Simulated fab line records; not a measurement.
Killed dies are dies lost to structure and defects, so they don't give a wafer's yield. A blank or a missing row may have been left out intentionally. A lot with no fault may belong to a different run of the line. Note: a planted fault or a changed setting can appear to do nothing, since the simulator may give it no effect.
Matching of chambers    flow n5Finfet    N5_BEOL_M11_PRE_CLEAN_55 on pecvd-01 has 3 sister chambers
The step time 15 s. 6 wafers are shown with their chamber, then 9 later ones without.

WAFERS PAIRED WITH THEIR CHAMBERS
wafer   chamber  rfFwdPowerW (W)
L826.5  2        296.6
L839.2  2        298.2
L839.5  1        291.2
L835.2  0        296.7
L835.4  1        291.4
L835.6  0        294.5

WAFERS MISSING THEIR CHAMBER
wafer   rfFwdPowerW (W)
L836.2  293.1
L836.4  296.8
L836.6  292.0
L837.3  295.2
L837.4  295.3
L837.5  292.5
L842.1  293.5
L842.4  294.6
L842.6  296.7

CHAMBER TAKEN BY EACH
wafer   from the rows above           in truth
L836.2  can't be placed: 1 or 0       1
L836.4  can't be placed: 2 or 0       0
L836.6  1                             1
L837.3  can't be placed: 0 or 2       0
L837.4  can't be placed: 0 or 2       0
L837.5  can't be placed: 1 or 0       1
L842.1  can't be placed: 0 or 1 or 2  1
L842.4  can't be placed: 0 or 2       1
L842.6  can't be placed: 2 or 0       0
Correctly placed: 1 of 9. Cannot be placed on the basis of these rows: 8; the candidates contain the true chamber in 7. Placed wrongly: 0.
How it was worked out, from the rows above alone: a wafer's distance from a chamber is the root of the sum, over the readings, of the square of ((its reading less the chamber's mean) divided by the reading's scatter). If the next closest chamber is less than 2 further off than the closest, the wafer can't be placed; otherwise it belongs to the closest. The mean given for a chamber averages the wafers shown for that chamber. The scatter: take each reading less its chamber's mean, square it, sum over the shown wafers, divide by the number of wafers less the number of chambers, and take the root.
